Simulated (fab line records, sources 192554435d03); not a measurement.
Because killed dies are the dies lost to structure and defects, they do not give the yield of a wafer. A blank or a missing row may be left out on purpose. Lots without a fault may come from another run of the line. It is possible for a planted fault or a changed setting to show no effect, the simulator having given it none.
Struck lot and sound lot, side by side | flow n5-finfet | 15 steps out of a route of 1938
Sound: the wafers L130.1, L130.3, L130.4. Struck: wafers L143.1, L143.3. (L143.6 of the same lot was not struck and is left out.) The cause comes at the end.
For every step that has rows: the tool of each side, followed by ch and its chambers, followed by its first start. Under that, the readings that differ: sound wafers | struck wafers | difference of the means | sigmas: that difference in standard deviations of wafers without a fault.
alike: readings whose means differ by less than 2 such deviations, and words and numbers that are the same on both sides. not compared: withheld readings, readings that some wafer has no value for, bounds like >300 that may hide the same value, and numbers for which the record gives no deviation and whose values overlap.
Wherever a step has rows on one side only, a row that says differs or no value, or a row with sigmas, the two part there. Numbers that have no deviation but don't overlap get no sigmas and don't part them. A reading missing from all wafers of one side parts the sides only when that side holds two or more wafers.

first, 7 steps without rows for these wafers: N5_BEOL_M4_COAT_76 (time 60 s, resist thk 5 nm); N5_BEOL_M4_COAT_22 (resist thk 30 nm); N5_BEOL_M4_EBR_24; N5_BEOL_M4_SOFTBAKE_23 (time 60 s); N5_BEOL_M4_EXPOSE_25 (exposes mask V3, defocus 5 nm); N5_BEOL_M4_PEB_26 (peb time 60 s); N5_BEOL_M4_DEVELOP_27 (develop time 30 s).
N5_BEOL_M4_CD_MEAS_28: target cd 26.2 nm, target cd y 24.1 nm.
  sound on cd-sem-01 ch 0, day 7 21:10; struck on cd-sem-03 ch 0, day 11 21:36
  alike: cd-nm
N5_BEOL_M4_OVL_MEAS_29:
  sound on overlay-02 ch 0, day 7 21:12; struck on overlay-01 ch 0, day 11 21:38
  alike: V3_OVL
N5_BEOL_M4_INSPECT_30: inspects for defects (brightfield).
  sound on defect-inspect-01, day 7 21:15; struck on defect-inspect-01, day 11 21:41
  alike: raw-defect-count
N5_BEOL_M4_DESCUM_33: chemistry O2, time 7 s.
  sound on rie-diel-04 ch 1,2,3, day 7 21:17; struck on rie-diel-04 ch 0,3, day 11 21:44
  alike: drypump-motor-current-A, oes-product-au, rf-vpp-V, showerhead-plenum-p-Torr, throttle-valve-pct
  not compared: rf-hours-counter-h
N5_BEOL_M4_ETCH_77: etches underlayer in N2/H2, target depth 6.5 nm, time 5.2 s.
  sound on rie-diel-04 ch 1,2,3, day 7 21:19; struck on rie-diel-04 ch 0,3, day 11 21:46
  alike: bias-w, drypump-motor-current-A, etch-rf-on-time-s, oes-product-au, rf-vpp-V, showerhead-plenum-p-Torr, throttle-valve-pct
  not compared: rf-hours-counter-h
N5_BEOL_M4_ETCH_69: etches SiARC in CF4, target depth 15.6 nm, time 26 s.
  sound on rie-diel-04 ch 1,2,3, day 7 21:20; struck on rie-diel-04 ch 0,3, day 11 21:47
  reading               | sound          | struck    | difference | sigmas
  etch-rf-on-time-s (s) | 25.0 25.8 25.3 | 18.5 18.4 | -6.9       | -16
  oes-product-au (a.u.) | 0.60 0.62 0.78 | 0.74 0.92 | +0.16      | +2
  alike: bias-w, drypump-motor-current-A, rf-vpp-V, showerhead-plenum-p-Torr, throttle-valve-pct
  not compared: rf-hours-counter-h
N5_BEOL_M4_ALD_98: deposits SiO2, target thk 2.5 nm, pulse time 1 s, co reactant pulse time 1 s.
  sound on ald-sin-04 ch 0,2,3, day 7 21:25; struck on ald-sin-01 ch 1,2, day 11 21:52
  alike: chamber-pressure-Torr, heater-power-w, precursor-pulse-height-rel, susceptor-temp-C
N5_BEOL_M4_RC_MEAS_101:
  sound on prober-01 ch 0, day 8 02:11; struck on prober-02 ch 0, day 12 11:05
  alike: DIBL_N, DIBL_P, IOFF_N, IOFF_P, ION_N, ION_P, SS_N, SS_P, VT_N, VT_P

WHERE THEY PART
At N5_BEOL_M4_ETCH_69 and nowhere else, as far as this record goes. Later steps at which nothing parts them and some readings are alike: N5_BEOL_M4_ALD_98, N5_BEOL_M4_RC_MEAS_101.

WHY: what had been put in by the simulator
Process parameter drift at N5_BEOL_M4_ETCH_69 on rie-diel-04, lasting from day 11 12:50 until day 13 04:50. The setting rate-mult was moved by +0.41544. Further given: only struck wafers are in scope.
